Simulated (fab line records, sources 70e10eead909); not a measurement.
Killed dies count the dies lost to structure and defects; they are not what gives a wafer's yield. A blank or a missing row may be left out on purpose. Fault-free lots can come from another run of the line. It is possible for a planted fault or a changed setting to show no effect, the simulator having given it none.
fab line records	flow nand_harc
record lots=11	wafers=33	last_day=33
route steps=1302 shown A_STAIRCASE@684 END@1302
lots untouched by any fault: they come from a run of this same line in which no faults occurred
start_h: hours from the record's first day to the start of the lot's first wafer shown	wait_h: how many hours have passed since the lot's step before this one	" repeats the value in the row above	L1.1+2: one row covering several wafers at once	- no value, or no start was given	* or withheld: withheld	< > ~ a bound
route shown NAME@n: NAME is a module with steps in the file, n the number in the route of the first one	usual: mean and standard deviation over wafers with no fault	same: alike in all rows	chamber/n: place in a boat	sites: readings site by site	_std_site: standard deviation of those values	_edge_site: outer sites' mean less inner sites'	radius_mm: for every site, how far away it sits from the centre of the wafer	mask NAME#n: copy n	behind: the most recent tool/chamber to have shaped the wafer	hold: the reason the lot was held/the length of the hold in hours/how it ended	device: which transistor (n, p or np) failed to switch	end of line: tests run on the same wafers once the route is complete	for a step that has no rows: nothing shown but its recipe	killed: dies lost to structure and defects at the first sort, not the wafer's yield	map: a wafer's dies, marking killed ones x, the rest . and places with no die _
set.NAME: the setting the step ran with; set.NAME@STEP: the setting that earlier step ran with	model.NAME: the simulator's own value behind a step, which no gauge read
route steps across a sampled set of lots; one table per step, one row per wafer
services: from which hour (start_h, from the record's first day; less than 0 if before it) a tool's chamber was out of use, for how many hours, and why
## steps
# step NHARC_A_STAIRCASE_ETCH_27
# recipe target_depth_a=1000	time_s=40.5	ion_energy_ev=400	c4f8_flow_sccm=20	o2_flow_sccm=10	ar_flow_sccm=withheld	rf_w=600	bias_w=1000	chemistry=C4F8/O2
# usual chamber_pressure_mTorr=25.002/0.027	oes_product_au=0.946/0.015	rf_vpp_V=897/4.8
lot.wafer	tool	chamber	start_h	wait_h	chamber_pressure_mTorr	oes_product_au	rf_hours_counter_h	rf_vpp_V
L114.4	rie_diel-04	1	-	-	24.952	0.937	55	901
L114.2	"	2	"	"	25.022	0.941	59	898
L114.6	"	2	"	"	24.998	0.943	-	897
L119.4	rie_diel-13	0	-	-	25.008	0.952	21	895
L119.6	"	2	"	"	25.014	0.948	-	889
L119.5	"	3	"	"	25.014	0.922	-	896
L121.1	rie_diel-13	3	-	-	24.946	0.920	24	895
L121.5	"	1	"	"	25.041	0.932	-	902
L121.4	"	0	"	"	25.031	0.934	-	896
L120.1	rie_diel-02	1	-	-	25.041	0.950	13	889
L120.4	"	3	"	"	25.019	0.955	11	895
L120.5	"	2	"	"	25.040	0.950	-	902
L127.1	rie_diel-04	3	-	-	24.989	0.962	47	901
L127.4	"	0	"	"	24.962	0.973	51	898
L127.3	"	1	"	"	24.976	0.929	54	899
L130.4	rie_diel-02	3	-	-	25.193	0.984	35	894
L130.1	"	0	"	"	25.024	0.942	34	906
L130.5	"	2	"	"	24.998	0.950	-	901
L129.3	rie_diel-04	3	-	-	24.990	0.962	55	899
L129.2	"	1	"	"	25.004	0.945	64	899
L129.6	"	3	"	"	24.969	0.945	-	901
L132.2	rie_diel-13	0	-	-	25.011	0.948	4	894
L132.4	"	2	"	"	24.974	0.965	5	891
L132.6	"	0	"	"	25.013	0.944	-	895
L135.3	rie_diel-04	3	-	-	24.978	0.932	14	899
L135.2	"	1	"	"	25.006	0.973	16	898
L135.5	"	3	"	"	25.017	0.940	-	900
L134.4	rie_diel-13	2	-	-	25.032	0.922	16	889
L134.3	"	0	"	"	24.992	0.925	16	894
L134.5	"	2	"	"	25.016	0.929	-	890
L136.3	rie_diel-13	0	-	-	24.998	0.941	18	895
L136.2	"	3	"	"	24.967	0.920	20	894
L136.5	"	1	"	"	25.017	0.951	-	904
# step NHARC_A_STAIRCASE_TRIM_187
# recipe time_s=211.2	o2_flow_sccm=500	ar_flow_sccm=0	bias_w=0	chemistry=O2
# usual chamber_pressure_mTorr=59.99/0.059	drypump_motor_current_A=5.8/0.6	oes_product_au=1.004/0.012	rf_vpp_V=57.9/0.79	showerhead_plenum_p_Torr=3.56/0.13	throttle_valve_pct=17.037/0.0094
# same bias_w=0
lot.wafer	tool	chamber	start_h	wait_h	chamber_pressure_mTorr	drypump_motor_current_A	oes_product_au	rf_hours_counter_h	rf_vpp_V	showerhead_plenum_p_Torr	throttle_valve_pct
L114.4	rie_diel-13	1	354.49	0.1	59.96	6.5	0.987	1	58.5	3.78	17.021
L114.2	"	2	"	"	59.97	4.9	1.007	0	57.7	3.38	17.039
L114.6	"	1	"	"	59.99	6.5	0.986	-	57.6	3.78	17.015
L119.4	rie_diel-13	2	416.51	0.4	59.98	4.9	1.025	21	56.4	3.37	17.045
L119.5	"	2	"	"	59.95	4.9	1.012	-	57.6	3.37	17.018
L119.6	"	3	"	"	60.03	6.0	0.989	-	57.6	3.51	17.037
L121.4	rie_diel-02	3	437.67	0.1	60.06	6.7	1.007	6	56.2	3.51	17.037
L121.1	"	0	"	"	59.98	6.7	0.995	9	59.0	3.77	17.051
L121.5	"	3	"	"	60.02	6.7	1.010	-	56.8	3.51	17.043
L120.4	rie_diel-13	1	446.40	0.1	59.98	6.5	0.972	30	58.5	3.76	17.023
L120.1	"	2	"	"	60.02	4.9	1.008	27	58.1	3.36	17.040
L120.5	"	1	"	"	59.93	6.5	0.987	-	58.2	3.76	17.049
L127.1	rie_diel-04	1	502.53	0.1	60.01	5.9	0.998	55	57.9	3.62	17.023
L127.4	"	2	"	"	59.92	5.0	1.007	35	57.8	3.54	17.034
L127.3	"	3	"	"	60.04	5.6	0.995	47	58.4	3.64	17.033
L130.1	rie_diel-04	0	522.25	0.1	60.03	5.9	1.017	59	58.7	3.59	17.039
L130.4	"	1	"	"	60.00	5.8	1.012	63	56.7	3.62	17.057
L130.5	"	3	"	"	60.01	5.6	1.019	-	57.7	3.64	17.038
L129.2	rie_diel-04	3	530.08	0.1	60.03	5.6	1.019	56	58.5	3.64	17.042
L129.3	"	1	"	"	60.02	5.9	1.003	65	59.6	3.62	17.031
L129.6	"	3	"	"	59.97	5.6	1.007	-	57.6	3.64	17.040
L132.2	rie_diel-13	3	541.47	0.1	59.99	6.0	0.985	4	58.1	3.49	17.034
L132.4	"	1	"	"	59.97	6.5	1.008	4	59.0	3.74	17.025
L132.6	"	0	"	"	60.03	5.3	1.006	-	58.0	3.50	17.043
L135.2	rie_diel-13	3	578.18	0.1	59.82	6.0	0.990	19	58.4	3.48	17.027
L135.3	"	1	"	"	60.10	6.5	1.015	15	59.7	3.74	17.046
L135.5	"	0	"	"	60.04	5.3	1.001	-	58.6	3.49	17.039
L134.4	rie_diel-13	2	579.55	0.2	59.98	4.9	1.009	18	56.5	3.34	17.046
L134.3	"	3	"	"	59.99	6.0	0.994	20	57.7	3.48	17.030
L134.5	"	0	"	"	59.97	5.3	1.005	-	56.3	3.49	17.045
L136.2	rie_diel-13	0	581.68	0.1	59.98	5.3	1.006	18	57.6	3.49	17.020
L136.3	"	2	"	"	60.09	4.9	0.997	18	57.6	3.34	17.035
L136.5	"	0	"	"	59.90	5.3	1.001	-	58.0	3.49	17.031
# step NHARC_A_STAIRCASE_TRIM_200
# recipe time_s=211.2	o2_flow_sccm=500	ar_flow_sccm=0	bias_w=0	chemistry=O2
# usual chamber_pressure_mTorr=60.00/0.05	drypump_motor_current_A=5.9/0.59	oes_product_au=1.007/0.013	rf_vpp_V=57.7/0.83	showerhead_plenum_p_Torr=3.57/0.13	throttle_valve_pct=17.037/0.0092
# same bias_w=0
lot.wafer	tool	chamber	start_h	wait_h	chamber_pressure_mTorr	drypump_motor_current_A	oes_product_au	rf_hours_counter_h	rf_vpp_V	showerhead_plenum_p_Torr	throttle_valve_pct
L114.4	rie_diel-02	3	-	-	60.04	6.7	1.035	33	57.8	3.52	17.046
L114.2	"	1	"	"	60.09	6.6	0.986	52	57.0	3.34	17.042
L114.6	"	3	"	"	59.92	6.7	1.028	-	58.3	3.52	17.030
L119.4	rie_diel-04	1	-	-	59.92	5.9	1.006	21	57.2	3.64	17.029
L119.6	"	0	"	"	59.95	5.9	1.014	-	57.2	3.61	17.024
L119.5	"	1	"	"	59.98	5.8	1.011	-	58.3	3.64	17.053
L121.1	rie_diel-02	0	-	-	60.01	6.7	1.008	10	57.7	3.77	17.038
L121.4	"	3	"	"	60.06	6.7	1.014	6	57.7	3.51	17.041
L121.5	"	0	"	"	59.95	6.7	1.012	-	56.7	3.77	17.036
L120.4	rie_diel-02	3	-	-	59.99	6.7	1.021	12	56.1	3.51	17.028
L120.1	"	0	"	"	60.04	6.7	1.005	15	58.6	3.76	17.039
L120.5	"	3	"	"	60.00	6.7	1.023	-	57.7	3.51	17.049
L127.3	rie_diel-04	3	-	-	60.02	5.6	1.021	48	58.5	3.64	17.037
L127.1	"	0	"	"	60.05	5.9	1.025	52	58.6	3.60	17.041
L127.4	"	1	"	"	60.04	5.9	1.002	55	58.4	3.62	17.045
L130.4	rie_diel-02	2	-	-	59.98	6.0	1.003	31	57.9	3.70	17.024
L130.1	"	1	"	"	60.02	6.6	1.000	37	58.0	3.31	17.053
L130.5	"	3	"	"	60.07	6.7	1.016	-	57.3	3.49	17.049
L129.3	rie_diel-04	3	-	-	60.03	5.6	1.014	57	57.4	3.64	17.048
L129.2	"	1	"	"	59.93	5.8	0.996	66	58.0	3.62	17.038
L129.6	"	0	"	"	60.01	5.9	1.017	-	58.2	3.59	17.041
L132.4	rie_diel-13	3	-	-	59.98	6.0	0.982	5	56.4	3.49	17.043
L132.2	"	0	"	"	59.96	5.3	1.008	5	58.8	3.49	17.041
L132.6	"	3	"	"	60.02	6.0	0.972	-	57.0	3.49	17.022
L135.3	rie_diel-04	3	-	-	60.08	5.6	1.007	15	60.1	3.63	17.031
L135.2	"	0	"	"	59.94	5.9	1.034	14	58.4	3.58	17.045
L135.5	"	1	"	"	60.03	5.8	1.022	-	58.0	3.61	17.036
L134.3	rie_diel-04	0	-	-	59.98	5.9	1.030	15	56.9	3.58	17.025
L134.4	"	3	"	"	60.00	5.6	0.987	16	58.0	3.63	17.042
L134.5	"	1	"	"	60.06	5.9	1.025	-	56.7	3.61	17.033
L136.2	rie_diel-13	0	-	-	60.03	5.3	1.003	19	57.9	3.49	17.043
L136.3	"	2	"	"	59.88	4.9	0.995	20	56.8	3.34	17.049
L136.5	"	3	"	"	60.07	6.0	0.989	-	57.7	3.48	17.047
# step NHARC_A_STAIRCASE_TRIM_202
# recipe time_s=211.2	o2_flow_sccm=500	ar_flow_sccm=0	bias_w=0	chemistry=O2
# usual bias_w=0/0	chamber_pressure_mTorr=60.00/0.056	drypump_motor_current_A=5.9/0.59	oes_product_au=1.005/0.012	rf_vpp_V=57.9/0.99	showerhead_plenum_p_Torr=3.57/0.14	throttle_valve_pct=17.036/0.0095
lot.wafer	tool	chamber	start_h	wait_h	bias_w	chamber_pressure_mTorr	drypump_motor_current_A	oes_product_au	rf_hours_counter_h	rf_vpp_V	showerhead_plenum_p_Torr	throttle_valve_pct
L114.2	rie_diel-02	2	356.54	-	0	59.95	6.0	0.995	44	58.5	3.72	17.027
L114.4	"	3	"	"	0	59.98	6.7	1.027	33	57.7	3.52	17.022
L114.6	"	1	"	"	0	59.97	6.6	0.993	-	57.4	3.34	17.029
L119.4	rie_diel-04	0	418.26	-	0	59.99	5.9	1.003	20	57.6	3.61	17.041
L119.6	"	0	"	"	0	60.01	5.9	1.020	-	59.4	3.61	17.031
L119.5	"	1	"	"	0	59.93	5.9	1.010	-	56.6	3.64	17.041
L121.4	rie_diel-02	0	439.45	-	0	60.00	6.6	1.006	10	57.4	3.77	17.037
L121.1	"	1	"	"	0	60.05	6.6	0.990	9	57.0	3.33	17.043
L121.5	"	2	"	"	0	60.04	6.0	0.998	-	58.3	3.71	17.026
L120.1	rie_diel-02	3	448.16	-	0	59.98	6.7	1.020	12	58.2	3.51	17.034
L120.4	"	2	"	"	0	59.97	6.1	1.001	4	57.0	3.71	17.042
L120.5	"	0	"	"	0	59.98	6.7	1.006	-	58.6	3.77	17.036
L127.3	rie_diel-04	3	504.30	-	-	-	-	-	-	-	-	-
L127.1	"	0	"	"	-	-	-	-	-	-	-	-
L127.4	"	1	"	"	-	-	-	-	-	-	-	-
L130.1	rie_diel-02	2	525.14	-	0	59.98	6.0	1.014	31	59.3	3.70	17.017
L130.4	"	3	"	"	0	59.98	6.7	1.019	37	58.7	3.49	17.054
L130.5	"	1	"	"	0	59.98	6.6	0.995	-	57.2	3.31	17.020
L129.2	rie_diel-04	1	531.85	-	-	-	-	-	-	-	-	-
L129.3	"	2	"	"	-	-	-	-	-	-	-	-
L129.6	"	3	"	"	-	-	-	-	-	-	-	-
L132.4	rie_diel-13	2	543.29	-	0	60.03	4.9	1.008	5	57.2	3.34	17.027
L132.2	"	3	"	"	0	60.00	6.0	0.986	5	59.2	3.49	17.030
L132.6	"	3	"	"	0	59.94	6.0	0.991	-	57.2	3.49	17.028
L135.2	rie_diel-04	3	580.17	-	0	60.02	5.6	0.997	15	59.7	3.63	17.046
L135.3	"	1	"	"	0	60.02	5.9	1.026	18	57.4	3.61	17.046
L135.5	"	0	"	"	0	59.97	5.9	1.024	-	57.2	3.58	17.027
L134.4	rie_diel-04	3	581.32	-	0	60.02	5.6	1.005	16	56.8	3.63	17.033
L134.3	"	1	"	"	0	59.97	5.9	1.023	18	59.2	3.61	17.051
L134.5	"	0	"	"	0	60.12	5.9	1.035	-	60.1	3.58	17.029
L136.2	rie_diel-13	3	584.03	-	0	60.00	6.0	0.993	21	58.2	3.48	17.035
L136.3	"	1	"	"	0	60.08	6.5	1.008	18	58.4	3.73	17.041
L136.5	"	3	"	"	0	60.05	6.0	0.989	-	59.0	3.48	17.028
# step NHARC_END_SORT_01
# recipe temp_c=25
# usual killed_at_array=59/20	killed_at_other=0.8/1.1	killed_at_periphery=5/3.1	killed_dies=64/21	killed_open=3.4/1.9	killed_short=2.3/1.7
# same gross_dies=677
lot.wafer	tool	chamber	start_h	wait_h	killed_at_array	killed_at_other	killed_at_periphery	killed_dies	killed_open	killed_short
L127.1	prober-01	0	700.49	2.5	671	0	6	677	8	3
L127.3	prober-01	0	702.10	3.1	672	1	4	677	4	1
L127.4	prober-01	0	702.90	3.4	670	1	6	677	2	3
L129.2	prober-02	0	738.86	2.8	668	0	9	677	4	1
L129.3	prober-02	0	739.65	3.1	665	0	12	677	4	1
L129.6	prober-02	0	742.02	4.0	667	0	10	677	1	2
# killed by level:class
L127.1 A_STAIRCASE:area_trim=568 A_CHANNEL_HOLE_D1:chamber_film_flake=32 A_CHANNEL_HOLE_D2:chamber_film_flake=30 A_SLIT:chamber_film_flake=17 A_CONTACT:chamber_film_flake=8 A_STAIRCASE:chamber_film_flake=4 A_SGD_CUT:chamber_film_flake=3 P_M0:geometric_particle:open=2
L127.3 A_STAIRCASE:area_trim=588 A_CHANNEL_HOLE_D1:chamber_film_flake=27 A_SLIT:chamber_film_flake=24 A_CHANNEL_HOLE_D2:chamber_film_flake=15 A_CONTACT:chamber_film_flake=7 A_SGD_CUT:chamber_film_flake=3 A_STAIRCASE:chamber_film_flake=3 A_M0:geometric_particle:open=2
L127.4 A_STAIRCASE:area_trim=581 A_CHANNEL_HOLE_D1:chamber_film_flake=30 A_SLIT:chamber_film_flake=25 A_CHANNEL_HOLE_D2:chamber_film_flake=20 A_CONTACT:chamber_film_flake=4 P_BONDPAD:chamber_film_flake=3 A_STAIRCASE:chamber_film_flake=3 P_GATE:chamber_film_flake=2
L129.2 A_STAIRCASE:area_trim=628 A_CHANNEL_HOLE_D2:chamber_film_flake=22 A_CONTACT:chamber_film_flake=6 A_CHANNEL_HOLE_D1:chamber_film_flake=4 A_SLIT:chamber_film_flake=4 P_CONTACT:geometric_particle:open=2 P_STI:chamber_film_flake=2 P_GATE:chamber_film_flake=2
L129.3 A_STAIRCASE:area_trim=612 A_CHANNEL_HOLE_D2:chamber_film_flake=20 A_CHANNEL_HOLE_D1:chamber_film_flake=13 A_CONTACT:chamber_film_flake=13 P_CONTACT:geometric_particle:open=4 P_GATE:chamber_film_flake=3 A_SLIT:chamber_film_flake=3 P_STI:chamber_film_flake=2
L129.6 A_STAIRCASE:area_trim=613 A_CHANNEL_HOLE_D2:chamber_film_flake=23 A_CONTACT:chamber_film_flake=10 A_SLIT:chamber_film_flake=9 A_CHANNEL_HOLE_D1:chamber_film_flake=7 P_BONDPAD:chamber_film_flake=4 P_GATE:geometric_particle:short=2 P_ZERO_WELL:chamber_film_flake=2
## services
tool	chamber	start_h	hours	kind
rie_diel-04	0	336.83	-	clean
rie_diel-04	1	336.83	-	clean
rie_diel-04	2	336.83	-	clean
rie_diel-04	3	336.83	-	clean
rie_diel-13	-	342.12	9.0	pm
rie_diel-04	-	355.03	9.0	pm
rie_diel-04	0	355.03	9.0	vent_cycle
rie_diel-04	1	355.03	9.0	vent_cycle
rie_diel-04	2	355.03	9.0	vent_cycle
rie_diel-04	3	355.03	9.0	vent_cycle
rie_diel-04	0	364.03	-	clean
rie_diel-13	3	367.40	20.9	repair
rie_diel-04	2	368.63	3.7	repair
rie_diel-13	2	377.01	6.5	repair
rie_diel-04	3	385.98	1.7	repair
rie_diel-02	2	395.21	33.8	repair
rie_diel-02	-	396.42	9.0	pm
rie_diel-02	3	405.54	8.1	repair
rie_diel-13	2	418.27	18.2	repair
rie_diel-04	2	440.61	33.2	repair
rie_diel-13	-	519.17	9.0	pm
rie_diel-04	-	532.03	9.0	pm
rie_diel-13	2	547.64	2.1	repair
rie_diel-02	-	573.48	9.0	pm
## key
first_sign step=NHARC_A_STAIRCASE_TRIM_202	reading=tool_record	direction=missing
effect step=NHARC_END_SORT_01	reading=killed_at_array	direction=up	sigmas=31	usual=59	struck=669
more_kills_born_at NHARC_A_STAIRCASE_TRIM_202@rie_diel-04=3590
met_at NHARC_A_STAIRCASE_TRIM_202
struck_lots L127,L129
later_rows_left_out L127.1,L127.3,L127.4,L129.2,L129.3,L129.6
tester_left_out L127,L129
not_acting_at NHARC_A_STAIRCASE_ETCH_27,NHARC_A_STAIRCASE_TRIM_187,NHARC_A_STAIRCASE_TRIM_200
onset_between 418.26 504.30
fault kind=skipped_step_whole	tool=rie_diel-04	chamber=-	onset_h=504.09	steps=NHARC_A_STAIRCASE_TRIM_202	scope=struck_lots_only
# tester_left_out: of these lots the tester's yield and bins aren't shown, on N5 and GAA mostly nor the transistor test; their killed dies are dies lost to structure and defects alone, not to doping, threshold or leakage, so they don't give the yield
# later_rows_left_out: the simulator's readings of these wafers behind a module that went badly wrong aren't trusted and aren't shown, but for the sort
